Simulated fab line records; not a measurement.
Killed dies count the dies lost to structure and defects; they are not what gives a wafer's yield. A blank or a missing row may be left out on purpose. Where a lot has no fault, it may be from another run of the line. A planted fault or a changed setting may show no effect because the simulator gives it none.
fab line records	flow n5_finfet
record: lots: 5	wafers: 15	last_day: 18
route steps=1938 shown SDB@353 BEOL_M4@1111 PASSIVATION@1936
lots that met no fault: from a run of the same line without faults
start_h: hours from the record's first day to the start of the lot's first wafer shown	wait_h: hours since the lot's step before	" as in the row above	L1.1+2: one row covering several wafers at once	- value missing, or start not given	* or withheld: withheld	< > ~ a bound
route shown NAME@n: a module of which the file shows steps, and the number in the route of the first	usual: the fault-free wafers' mean and standard deviation	same: alike in all rows	chamber/n: place in a boat	sites: per-site readings	_std_site: their standard deviation	_edge_site: outer sites' mean less inner sites'	radius_mm: for every site, how far away it sits from the centre of the wafer	mask NAME#n: copy n	behind: the most recent tool/chamber to have shaped the wafer	hold: why the lot went on hold/how many hours it stayed there/how the hold came to an end	device: the transistor (n, p or np) that didn't switch	end of line: the route-end tests of the same wafers	for a step that has no rows: nothing shown but its recipe	killed: not the wafer's yield, but the dies lost to structure and defects at the first sort	map: the dies of a wafer, with x for killed, . for not killed, _ for no die there
set.NAME: the setting the step ran with; set.NAME@STEP: the setting that earlier step ran with	model.NAME: the simulator's own value behind a step, which no gauge read
certain route steps with their lots: each step a table, each wafer a row
services: a tool's chamber out of use, with start hour (start_h, from the record's first day; less than 0 if before it), hours out, and reason
== steps ==
step: N5_SDB_EXPOSE_08
recipe: mask_id: SDB	na: 1.35	source_shape: conventional	sigma_outer: 0.5	polarization: unpolarized	dose_mj: 49.6
step: N5_SDB_PEB_09
recipe: peb_temp_c: withheld	peb_time_s: 60	resist: CAR-ArF
step: N5_SDB_DEVELOP_10
recipe: develop_time_s: 30	developer: TMAH	resist: CAR-ArF	rinse_liquid: diw	dry: air_spin	dev_temp_c: 23
step: N5_SDB_CD_MEAS_11
recipe: target_cd_nm: 50	landing_energy_ev: 500	detector: se_inlens	polarity: opening
usual: cd_nm: 49.9/1.7
lot.wafer	tool	chamber	start_h	wait_h	cd_nm
L250.1	cd_sem-01	0	75.81	-	48.2
L250.3	"	0	"	"	48.3
L250.6	"	0	"	"	51.0
L253.2	cd_sem-01	0	100.24	-	49.3
L253.3	"	0	"	"	51.9
L253.4	"	0	"	"	50.6
L255.1	cd_sem-02	0	111.41	-	50.4
L255.3	"	0	"	"	51.5
L255.5	"	0	"	"	48.7
L264.1	cd_sem-02	0	163.06	-	49.6
L264.4	"	0	"	"	49.4
L264.5	"	0	"	"	49.4
L269.2	cd_sem-03	0	200.24	-	48.3
L269.4	"	0	"	"	49.1
L269.6	"	0	"	"	49.9
step: N5_SDB_OVL_MEAS_12
recipe: points_per_wafer: 44
usual: SDB_OVL: -0.2/0.77
lot.wafer	tool	chamber	start_h	wait_h	SDB_OVL[nm]
L250.1	overlay-01	0	75.85	0.0	-1.2
L250.3	"	0	"	"	-0.2
L250.6	"	0	"	"	-0.3
L253.2	overlay-01	0	100.27	0.0	0.1
L253.3	"	0	"	"	-1.1
L253.4	"	0	"	"	-1.0
L255.1	overlay-01	0	111.44	0.0	1.2
L255.3	"	0	"	"	0.3
L255.5	"	0	"	"	0.5
L264.1	overlay-02	0	163.09	0.0	-1.2
L264.4	"	0	"	"	-1.9
L264.5	"	0	"	"	-1.0
L269.2	overlay-02	0	200.27	0.0	-0.1
L269.4	"	0	"	"	1.0
L269.6	"	0	"	"	1.0
step: N5_SDB_INSPECT_13
recipe: mode: adi	inspect_instrument: brightfield
usual: raw_defect_count: 77/28
lot.wafer	tool	chamber	start_h	wait_h	raw_defect_count
L250.1	defect_inspect-01	-	75.87	0.0	50
L250.3	"	-	"	"	69
L250.6	"	-	"	"	75
L253.2	defect_inspect-02	-	100.29	0.0	87
L253.3	"	-	"	"	71
L253.4	"	-	"	"	87
L255.1	defect_inspect-01	-	111.47	0.0	107
L255.3	"	-	"	"	84
L255.5	"	-	"	"	99
L264.1	defect_inspect-02	-	163.11	0.0	107
L264.4	"	-	"	"	80
L264.5	"	-	"	"	71
L269.2	defect_inspect-01	-	200.29	0.0	58
L269.4	"	-	"	"	68
L269.6	"	-	"	"	54
step: N5_SDB_DESCUM_16
recipe: chemistry: O2	time_s: 7.9	source_power_w: 50	bias_power_w: 20	pressure_mtorr: 20	rf_frequency_hz: 2.712e+07	temp_c: 40	resist: CAR-ArF	o2_flow_sccm: 225
usual: drypump_motor_current_A: 5.6/0.37	oes_product_au: 0.79/0.082	rf_fwd_power_W: 49.46/0.23	rf_vpp_V: 243.1/1.3	showerhead_plenum_p_Torr: 2.10/0.066	throttle_valve_pct: 20.40/0.27
lot.wafer	tool	chamber	start_h	wait_h	drypump_motor_current_A	oes_product_au	rf_fwd_power_W	rf_hours_counter_h	rf_vpp_V	showerhead_plenum_p_Torr	throttle_valve_pct
L250.1	rie_diel-06	3	75.97	0.1	5.5	0.76	48.89	143	244.6	2.20	20.35
L250.3	"	1	"	"	5.6	0.73	49.45	238	243.1	2.07	20.63
L250.6	"	1	"	"	5.6	0.73	49.39	-	243.5	2.07	20.63
L253.2	rie_diel-06	1	100.33	0.0	5.6	0.74	49.50	246	243.4	2.07	20.65
L253.3	"	2	"	"	5.9	0.91	49.57	46	243.7	2.05	20.41
L253.4	"	0	"	"	5.6	0.79	49.35	127	241.9	2.03	20.69
L255.1	rie_diel-05	0	112.96	1.5	5.4	0.71	49.37	204	242.7	2.07	20.51
L255.3	"	1	"	"	5.3	0.86	49.51	61	245.2	2.19	19.92
L255.5	"	2	"	"	5.1	0.74	49.48	-	244.1	2.16	20.25
L264.1	rie_diel-01	2	163.15	0.0	5.3	0.86	49.59	76	244.1	2.11	19.99
L264.4	"	0	"	"	5.2	0.72	49.64	214	244.0	2.16	20.65
L264.5	"	1	"	"	6.0	0.72	49.64	-	242.0	2.03	20.83
L269.2	rie_diel-06	1	200.52	0.2	5.5	0.96	49.53	16	242.0	2.07	20.29
L269.4	"	0	"	"	5.5	0.76	49.56	157	241.6	2.02	20.73
L269.6	"	2	"	"	5.9	0.85	49.66	-	241.9	2.04	20.46
step: N5_SDB_ETCH_17
recipe: chemistry: CF4	target: SiARC	target_depth_a: 234	mask_material: CAR-ArF	time_s: 39	ion_energy_ev: 80	pressure_mtorr: 40	source_w: 545	bias_w: 36	Ar_flow_sccm: 100	cf4_flow_sccm: 100	ends: cleared
usual: drypump_motor_current_A: 5.6/0.37	etch_rf_on_time_s: 38.5/1.3	oes_product_au: 0.68/0.073	rf_fwd_power_W: 535.8/2.4	rf_vpp_V: 184.1/1.2	showerhead_plenum_p_Torr: 2.15/0.07	throttle_valve_pct: 15.57/0.18
lot.wafer	tool	chamber	start_h	wait_h	drypump_motor_current_A	etch_rf_on_time_s	oes_product_au	rf_fwd_power_W	rf_hours_counter_h	rf_vpp_V	showerhead_plenum_p_Torr	throttle_valve_pct
L250.1	rie_diel-06	3	76.00	0.0	5.5	40.1	0.64	530.1	143	185.3	2.25	15.59
L250.3	"	1	"	"	5.6	38.9	0.61	535.0	238	185.0	2.11	15.82
L250.6	"	1	"	"	5.6	38.6	0.61	531.3	-	184.8	2.12	15.83
L253.2	rie_diel-06	1	100.36	0.0	5.5	39.1	0.60	536.7	246	183.1	2.11	15.84
L253.3	"	2	"	"	5.9	36.8	0.78	535.5	46	184.9	2.09	15.47
L253.4	"	0	"	"	5.5	37.2	0.67	538.1	127	182.4	2.07	15.71
L255.1	rie_diel-05	0	112.99	0.0	5.4	38.1	0.61	533.8	204	183.4	2.11	15.68
L255.3	"	1	"	"	5.3	37.6	0.75	534.9	61	186.7	2.26	15.29
L255.5	"	2	"	"	5.1	39.8	0.62	531.8	-	185.0	2.23	15.61
L264.1	rie_diel-01	2	163.18	0.0	5.3	37.7	0.73	535.8	76	183.7	2.16	15.24
L264.4	"	0	"	"	5.2	37.9	0.62	535.5	214	185.4	2.20	15.76
L264.5	"	1	"	"	6.0	39.6	0.62	538.5	-	182.1	2.06	15.83
L269.2	rie_diel-06	1	200.55	0.0	5.6	38.8	0.80	540.8	16	183.1	2.11	15.39
L269.4	"	0	"	"	5.5	36.5	0.67	535.9	157	181.9	2.06	15.77
L269.6	"	2	"	"	5.9	37.1	0.74	536.0	-	182.6	2.08	15.56
step: N5_SDB_ETCH_18
recipe: chemistry: N2/H2	target: SOC	target_depth_a: 1000	overetch_a: 200	mask_material: SiARC	temp_c: 40	time_s: 150	ion_energy_ev: 200	pressure_mtorr: 30	source_w: 840	bias_w: 150	n2_flow_sccm: 200	h2_flow_sccm: 200
usual: drypump_motor_current_A: 5.6/0.38	oes_product_au: 0.70/0.068	rf_fwd_power_W: 837.6/2.9	rf_vpp_V: 523.9/2.5	showerhead_plenum_p_Torr: 2.54/0.084	throttle_valve_pct: 17.70/0.24
lot.wafer	tool	chamber	start_h	wait_h	drypump_motor_current_A	oes_product_au	rf_fwd_power_W	rf_hours_counter_h	rf_vpp_V	showerhead_plenum_p_Torr	throttle_valve_pct
L250.1	rie_diel-06	3	76.04	0.0	5.5	0.69	834.4	143	527.5	2.66	17.67
L250.3	"	1	"	"	5.6	0.64	841.3	238	522.9	2.52	18.03
L250.6	"	1	"	"	5.6	0.64	840.2	-	523.9	2.52	18.01
L253.2	rie_diel-06	1	100.40	0.0	5.6	0.63	835.7	246	523.8	2.52	18.03
L253.3	"	2	"	"	5.8	0.80	840.6	46	521.3	2.46	17.49
L253.4	"	0	"	"	5.5	0.70	837.3	128	521.4	2.44	17.80
L255.1	rie_diel-05	0	113.03	0.0	5.4	0.63	836.7	204	524.6	2.54	18.04
L255.3	"	1	"	"	5.3	0.78	835.6	61	528.2	2.67	17.32
L255.5	"	2	"	"	5.1	0.66	838.8	-	526.6	2.64	17.74
L264.1	rie_diel-01	2	163.22	0.0	5.3	0.74	840.3	76	525.0	2.57	17.47
L264.4	"	0	"	"	5.2	0.64	836.3	214	528.0	2.60	17.94
L264.5	"	1	"	"	6.1	0.65	842.8	-	521.9	2.43	18.12
L269.2	rie_diel-06	1	200.59	0.0	5.5	0.83	839.9	16	522.7	2.51	17.66
L269.4	"	0	"	"	5.6	0.68	835.0	157	521.0	2.43	17.85
L269.6	"	2	"	"	5.9	0.76	833.7	-	520.3	2.45	17.52
step: N5_SDB_STRIP_19
recipe: chemistry: N2/H2	temp_c: 40	n2_flow_sccm: 200	h2_flow_sccm: 200	rf_frequency_hz: 6e+07
step: N5_SDB_STRIP_21
recipe: chemistry: CF4	resist: SiARC	power_w: 300	bias_power_w: 75	pressure_mtorr: 50	cf4_flow_sccm: 150	rf_frequency_hz: 6e+07
usual: drypump_motor_current_A: 5.6/0.37	oes_product_au: 0.78/0.075	rf_fwd_power_W: 292.6/1	rf_vpp_V: 271.2/1.4	showerhead_plenum_p_Torr: 1.80/0.061	throttle_valve_pct: 13.54/0.2
lot.wafer	tool	chamber	start_h	wait_h	drypump_motor_current_A	oes_product_au	rf_fwd_power_W	rf_hours_counter_h	rf_vpp_V	showerhead_plenum_p_Torr	throttle_valve_pct
L250.1	rie_diel-06	3	76.17	0.0	5.5	0.75	292.0	144	273.9	1.89	13.59
L250.3	"	1	"	"	5.5	0.71	292.4	238	270.4	1.77	13.84
L250.6	"	1	"	"	5.5	0.70	293.0	-	270.7	1.77	13.83
L253.2	rie_diel-06	1	100.53	0.0	5.6	0.70	291.8	246	270.5	1.77	13.84
L253.3	"	2	"	"	5.9	0.88	293.3	46	271.0	1.74	13.40
L253.4	"	0	"	"	5.5	0.77	291.9	128	271.2	1.74	13.71
L255.1	rie_diel-05	0	113.17	0.0	5.4	0.69	291.5	204	270.1	1.77	13.68
L255.3	"	1	"	"	5.3	0.85	292.5	61	273.8	1.89	13.26
L255.5	"	2	"	"	5.1	0.74	294.0	-	270.9	1.87	13.61
L264.1	rie_diel-01	2	163.36	0.0	5.3	0.83	294.1	76	271.5	1.80	13.16
L264.4	"	0	"	"	5.2	0.71	291.8	214	272.4	1.85	13.79
L264.5	"	1	"	"	6.0	0.71	293.9	-	269.5	1.71	13.74
L269.2	rie_diel-06	1	200.72	0.0	5.5	0.92	292.3	16	269.3	1.76	13.31
L269.4	"	0	"	"	5.5	0.75	293.6	157	270.6	1.74	13.77
L269.6	"	2	"	"	5.9	0.84	293.6	-	271.7	1.74	13.46
step: N5_SDB_HM_OPEN_20
recipe: chemistry: CH3F/O2	target: SiNx	mask_material: SOC	target_depth_a: 240	stop_on: poly-Si	over_etch_frac: 0.4	ion_energy_ev: 120	pressure_mtorr: 30	source_w: 395	bias_w: 73	Ar_flow_sccm: 150	CH3F_flow_sccm: 30	O2_flow_sccm: 20
usual: drypump_motor_current_A: 5.6/0.37	oes_product_au: 0.64/0.062	rf_fwd_power_W: 392.7/1.3	rf_vpp_V: 296/8.3	showerhead_plenum_p_Torr: 2.01/0.066	throttle_valve_pct: 16.31/0.18
lot.wafer	tool	chamber	start_h	wait_h	drypump_motor_current_A	oes_product_au	rf_fwd_power_W	rf_hours_counter_h	rf_vpp_V	showerhead_plenum_p_Torr	throttle_valve_pct
L250.1	rie_diel-06	3	76.19	0.0	5.5	0.63	389.9	144	292	2.10	16.25
L250.3	"	1	"	"	5.6	0.57	393.9	238	289	1.98	16.54
L250.6	"	1	"	"	5.6	0.59	393.7	-	290	1.97	16.55
L253.2	rie_diel-06	1	100.55	0.0	5.6	0.57	395.1	246	288	1.97	16.56
L253.3	"	2	"	"	5.9	0.72	393.6	46	298	1.96	16.26
L253.4	"	0	"	"	5.5	0.64	392.4	128	296	1.92	16.39
L255.1	rie_diel-05	0	113.19	0.0	5.4	0.57	389.9	204	296	1.98	16.42
L255.3	"	1	"	"	5.3	0.70	394.2	61	312	2.11	16.02
L255.5	"	2	"	"	5.1	0.62	392.1	-	306	2.09	16.35
L264.1	rie_diel-01	2	163.38	0.0	5.3	0.68	391.4	76	291	2.03	16.04
L264.4	"	0	"	"	5.2	0.58	393.9	214	289	2.05	16.45
L264.5	"	1	"	"	6.0	0.60	392.5	-	287	1.93	16.64
L269.2	rie_diel-06	1	200.74	0.0	5.5	0.75	392.4	16	289	1.97	16.11
L269.4	"	0	"	"	5.5	0.62	393.4	157	297	1.91	16.46
L269.6	"	2	"	"	5.9	0.71	392.3	-	299	1.95	16.32
step: N5_SDB_STRIP_22
recipe: chemistry: N2/H2	power_w: 1000	temp_c: 250	h2_frac: 0.65	overash_fraction: 0.3	pressure_mtorr: withheld	n2_flow_sccm: 1750	h2_flow_sccm: 3250
usual: drypump_motor_current_A: 5.7/0.42	heater_power_w: 340/39	oes_product_au: 0.714/0.0048	strip_time_to_endpoint_s: 96.2/0.5
lot.wafer	tool	chamber	start_h	wait_h	drypump_motor_current_A	heater_power_w	oes_product_au	rf_hours_counter_h	strip_time_to_endpoint_s
L250.1	plasma_asher-02	1	76.28	0.1	6.6	333	0.713	87	96.7
L250.3	"	0	"	"	5.9	306	0.721	-	96.5
L250.6	"	0	"	"	5.9	308	0.714	-	96.7
L253.2	plasma_asher-01	1	100.63	0.1	5.7	402	0.719	42	96.3
L253.3	"	1	"	"	5.7	399	0.718	-	96.1
L253.4	"	0	"	"	5.3	309	0.713	-	96.2
L255.1	plasma_asher-01	0	113.27	0.1	5.3	311	0.721	44	94.0
L255.3	"	0	"	"	5.3	305	0.721	-	94.0
L255.5	"	1	"	"	5.7	386	0.714	-	96.4
L264.1	plasma_asher-02	0	163.46	0.1	5.8	307	0.717	103	96.1
L264.4	"	0	"	"	5.8	296	0.713	-	96.5
L264.5	"	1	"	"	6.6	332	0.723	-	97.2
L269.2	plasma_asher-02	1	200.82	0.1	6.5	333	0.706	107	96.6
L269.4	"	0	"	"	5.9	302	0.721	-	95.9
L269.6	"	0	"	"	5.9	301	0.710	-	95.6
step: N5_SDB_PRECLEAN_23
recipe: chemistry: dHF	time_s: 30	temp_c: 25	dilution: withheld
step: N5_BEOL_M4_RC_MEAS_101
usual: DIBL_N: 36.7/2.6	DIBL_P: 36.9/2.8	IOFF_N: 0.17/0.043	IOFF_P: 0.22/0.05	ION_N: 678/15	ION_P: 465/9.2	SS_N: 71.6/0.79	SS_P: 73.5/0.82	VT_N: 250/3.9	VT_P: -250/3.7
lot.wafer	tool	chamber	start_h	wait_h	DIBL_N[mV/V]	DIBL_P[mV/V]	IOFF_N[nA/um]	IOFF_P[nA/um]	ION_N[uA/um]	ION_P[uA/um]	SS_N[mV/dec]	SS_P[mV/dec]	VT_N[mV]	VT_P[mV]
L250.1	prober-02	0	191.54	0.0	35.3	33.9	0.12	0.14	655	445	71.7	73.1	257	-258
L250.3	"	0	"	"	38.4	39.0	0.19	0.20	671	452	72.6	74.5	250	-253
L250.6	"	0	"	"	40.9	42.1	0.24	0.25	682	451	72.7	74.2	246	-252
L255.1	prober-01	0	206.49	0.0	32.7	32.4	0.10	0.15	657	463	70.2	72.2	260	-257
L255.3	"	0	"	"	38.8	39.0	0.20	0.22	702	478	72.0	74.6	248	-251
L255.5	"	0	"	"	33.1	32.5	0.11	0.14	665	462	70.2	71.9	255	-254
L253.2	prober-02	0	222.51	0.2	33.7	34.1	0.11	0.17	662	461	71.0	73.3	254	-252
L253.3	"	0	"	"	37.2	36.5	0.17	0.21	672	463	72.6	73.8	255	-250
L253.4	"	0	"	"	35.5	35.9	0.15	0.21	695	482	71.2	73.3	249	-246
L264.1	prober-02	0	269.62	0.0	36.2	36.6	0.16	0.23	689	477	71.5	74.0	249	-249
L264.4	"	0	"	"	37.0	37.1	0.16	0.23	669	462	72.0	73.8	251	-250
L264.5	"	0	"	"	36.6	37.5	0.16	0.24	663	459	71.4	73.4	250	-248
L269.2	prober-01	0	334.92	0.2	41.5	42.3	0.24	0.30	696	474	72.3	74.3	246	-249
L269.4	"	0	"	"	40.9	41.8	0.23	0.28	697	476	72.4	73.9	245	-248
L269.6	"	0	"	"	39.1	39.8	0.19	0.25	696	472	72.0	74.7	247	-248
step: N5_PASSIVATION_PROBE_49
usual: defect_limited_yield: 91.0/1.4	killed_at_M0_to_M3: 36/9.6	killed_at_M4_up: 14/6.1	killed_at_contacts: 13/6.6	killed_at_front_end: 40/11	killed_at_other: 3.2/2.9	killed_dies: 106/17	killed_open: 71/12	killed_short: 33/7.3	sort_bin_5_function: 5.3/1	sort_bin_6_memory: 3.4/0.68	sort_n_pass: 1073/19	sort_yield_pct: 91.0/1.6
same: gross_dies: 1180	killed_at_back_side: 0	sort_bin_4_leakage[%]: 0	sort_bin_8_speed[%]: 0
lot.wafer	tool	chamber	start_h	wait_h	defect_limited_yield[%]	killed_at_M0_to_M3	killed_at_M4_up	killed_at_contacts	killed_at_front_end	killed_at_other	killed_dies	killed_open	killed_short	sort_bin_5_function[%]	sort_bin_6_memory[%]	sort_n_pass	sort_yield_pct[%]
L250.1	prober-01	-	299.40	0.0	92.5	34	14	7	26	8	89	60	27	4.8	2.6	1091	92.5
L250.3	prober-01	-	299.50	0.1	90.0	37	19	5	55	2	118	81	37	6.7	3.0	1062	90.0
L250.6	prober-01	-	299.65	0.3	89.7	39	10	9	61	2	121	79	42	5.8	3.9	1059	89.7
L255.1	prober-02	-	311.72	0.0	92.9	15	15	13	39	2	84	48	36	3.7	3.1	1096	92.9
L255.3	prober-02	-	311.82	0.1	88.9	25	25	14	62	5	131	88	41	7.4	3.5	1049	88.9
L255.5	prober-02	-	311.92	0.2	91.6	28	20	12	33	6	99	68	28	4.0	3.7	1081	91.6
L264.1	prober-01	-	372.59	0.0	90.0	39	21	14	41	3	118	81	34	6.4	3.1	1062	90.0
L264.4	prober-01	-	372.74	0.2	91.7	29	23	14	30	2	98	68	27	5.1	2.7	1082	91.7
L264.5	prober-01	-	372.79	0.2	88.5	37	23	26	48	2	136	88	47	5.8	5.5	1044	88.5
killed by level:class
L250.1 MOL_CONTACT_COAG:geometric_particle:open=7 BEOL_M1:geometric_particle:open=7 BEOL_M2:geometric_particle:open=6 BEOL_M4:geometric_particle:open=6 FIN_SAQP:geometric_particle:short=5 STI_FIN_REVEAL:geometric_particle:open=5 BEOL_M0_SAQP:geometric_particle:short=5 FIN_SAQP:geometric_particle:open=4
L250.3 FIN_SAQP:geometric_particle:open=16 BEOL_M4:geometric_particle:open=10 FIN_SAQP:geometric_particle:short=9 STI_FIN_REVEAL:geometric_particle:open=9 BEOL_M1:geometric_particle:open=9 BEOL_M0_SAQP:geometric_particle:short=8 DUMMY_GATE:geometric_particle:open=6 BEOL_M0_SAQP:geometric_particle:open=6
L250.6 FIN_SAQP:geometric_particle:open=17 BEOL_M0_SAQP:geometric_particle:open=15 FIN_SAQP:geometric_particle:short=14 STI_FIN_REVEAL:geometric_particle:open=10 BEOL_M0_SAQP:geometric_particle:short=10 MOL_CONTACT_COAG:geometric_particle:open=8 BEOL_M1:geometric_particle:open=8 DUMMY_GATE:geometric_particle:open=7
L255.1 FIN_SAQP:geometric_particle:open=12 MOL_CONTACT_COAG:geometric_particle:open=8 FIN_SAQP:geometric_particle:short=6 STI_FIN_REVEAL:geometric_particle:open=6 BEOL_M0_SAQP:geometric_particle:short=6 MOL_CONTACT_COAG:geometric_particle:short=5 BEOL_M4:geometric_particle:open=5 ILD0:geometric_particle:short=3
L255.3 FIN_SAQP:geometric_particle:open=31 BEOL_M4:geometric_particle:open=13 MOL_CONTACT_COAG:geometric_particle:open=10 FIN_SAQP:geometric_particle:short=7 BEOL_M0_SAQP:geometric_particle:open=7 BEOL_M3:geometric_particle:open=6 BEOL_M7:geometric_particle:open=5 MOL_CONTACT_COAG:geometric_particle:short=4
L255.5 MOL_CONTACT_COAG:geometric_particle:open=10 BEOL_M4:geometric_particle:open=9 BEOL_M3:geometric_particle:open=6 ILD0:geometric_particle:open=5 BEOL_M0_SAQP:geometric_particle:short=5 BEOL_M0_SAQP:geometric_particle:open=5 BEOL_M2:geometric_particle:open=5 BEOL_M4:geometric_particle:short=5
L264.1 STI_FIN_REVEAL:geometric_particle:open=15 BEOL_M0_SAQP:geometric_particle:open=13 MOL_CONTACT_COAG:geometric_particle:open=11 BEOL_M4:geometric_particle:open=9 FIN_SAQP:geometric_particle:short=5 STI_FIN_REVEAL:geometric_particle:short=5 BEOL_M0_SAQP:geometric_particle:short=5 BEOL_M1:geometric_particle:open=5
L264.4 MOL_CONTACT_COAG:geometric_particle:open=10 BEOL_M4:geometric_particle:open=10 STI_FIN_REVEAL:geometric_particle:open=8 BEOL_M0_SAQP:geometric_particle:short=6 FIN_SAQP:geometric_particle:open=5 DUMMY_GATE:geometric_particle:open=5 BEOL_M0_SAQP:geometric_particle:open=5 BEOL_M0:geometric_particle:open=5
L264.5 MOL_CONTACT_COAG:geometric_particle:open=18 BEOL_M4:geometric_particle:open=13 BEOL_M0_SAQP:geometric_particle:short=13 STI_FIN_REVEAL:geometric_particle:open=10 FIN_SAQP:geometric_particle:open=8 MOL_CONTACT_COAG:geometric_particle:short=8 BEOL_M0_SAQP:geometric_particle:open=7 FIN_SAQP:geometric_particle:short=6
== services ==
tool	chamber	start_h	hours	kind
rie_diel-05	3	58.57	3.7	repair
rie_diel-01	1	59.16	9.5	repair
rie_diel-06	0	66.90	6.4	repair
rie_diel-05	1	74.67	4.5	repair
rie_diel-06	-	104.20	14.6	pm
rie_diel-01	0	116.87	1.2	repair
rie_diel-06	1	125.03	-	clean
rie_diel-06	1	125.03	-	consumable_replace:focus_ring
rie_diel-06	1	125.03	21.7	scheduled_down
rie_diel-06	1	125.03	21.7	vent_cycle
plasma_asher-02	-	164.39	3.5	repair
plasma_asher-01	-	182.00	4.3	pm
plasma_asher-02	-	186.40	3.0	repair
== key ==
first_sign: step: N5_SDB_STRIP_22	reading: strip_time_to_endpoint_s	direction: down	sigmas: 4.5	usual: *	struck: *
effect none on later readings
met_at N5_SDB_STRIP_22
struck_wafers L255.1,L255.3
onset_between 100.63 113.27
fault: kind: process_parameter_drift	tool: plasma_asher-01	chamber: 0	onset_h: 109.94	steps: N5_SDB_STRIP_22	channel: power_w	offset: *	shape: step	end_h: 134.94	acts_in: *	stated: *
